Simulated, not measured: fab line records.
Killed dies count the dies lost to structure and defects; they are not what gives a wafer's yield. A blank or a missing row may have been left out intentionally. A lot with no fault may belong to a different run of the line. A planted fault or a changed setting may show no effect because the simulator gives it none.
Matching of chambers ; flow n5-finfet ; N5_BEOL_M3_ETCH_77 on rie-diel-05: 4 sister chambers
The step etches underlayer in N2/H2, target depth 6.5 nm, time 5.2 s. 20 wafers are shown with their chamber, then 10 later ones without.

## WAFERS WITH THEIR CHAMBER
wafer;chamber;drypump-motor-current-A (A);showerhead-plenum-p-Torr (Torr);throttle-valve-pct (%)
L075.2;2;5.3;2.58;18.10
L075.3;1;6.1;2.45;17.83
L075.4;1;6.1;2.45;17.82
L076.1;0;5.9;2.61;17.82
L076.2;3;6.2;2.62;17.94
L076.5;2;5.3;2.58;18.11
L080.2;3;6.2;2.62;17.95
L080.3;1;6.1;2.45;17.83
L080.6;2;5.3;2.58;18.09
L084.2;0;5.9;2.60;17.86
L084.3;2;5.3;2.58;18.14
L084.6;1;6.2;2.45;17.83
L086.3;1;6.1;2.44;17.88
L086.5;1;6.1;2.44;17.85
L086.6;0;6.0;2.60;17.85
L091.2;0;6.0;2.60;17.87
L091.3;2;5.3;2.57;18.12
L091.6;1;6.1;2.44;17.85
L093.1;3;6.2;2.61;17.98
L093.2;0;5.9;2.60;17.86

SIGNATURES, as means of the wafers listed above
reading;chamber 0;chamber 1;chamber 2;chamber 3;scatter within a chamber
drypump-motor-current-A;5.940;6.114;5.300;6.200;0.0359
showerhead-plenum-p-Torr;2.6020;2.4457;2.5780;2.6167;0.00499
throttle-valve-pct;17.8520;17.8414;18.1120;17.9567;0.0199
Rule: for each reading, subtract the chamber's mean from the wafer's reading, divide by that reading's scatter and square the result; add these up over the readings and take the root, which gives the wafer's distance from the chamber. The wafer belongs to the nearest chamber; if the next one is less than 2 further off, it can't be placed. How the scatter is found: for the shown wafers, subtract from each reading the mean of its chamber, square and add these, divide the total by (wafers less chambers), then take the root.

## WAFERS WITHOUT THEIR CHAMBER
wafer;drypump-motor-current-A (A);showerhead-plenum-p-Torr (Torr);throttle-valve-pct (%)
L093.5;5.9;2.60;17.86
L094.1;6.2;2.61;17.97
L094.2;5.3;2.57;18.12
L094.4;6.2;2.44;17.87
L095.1;5.3;2.57;18.12
L095.3;6.1;2.44;17.90
L095.6;6.1;2.44;17.89
L097.1;6.1;2.44;17.91
L097.4;5.9;2.59;17.89
L097.6;6.1;2.44;17.90

## EACH ONE'S CHAMBER
wafer;from the rows above;in truth
L093.5;0;0
L094.1;3;3
L094.2;2;2
L094.4;1;1
L095.1;2;2
L095.3;1;1
L095.6;1;1
L097.1;1;1
L097.4;0;0
L097.6;1;1
Correct placement for 10 of the 10. Left unplaced by these rows: 0. Placed wrongly: 0.
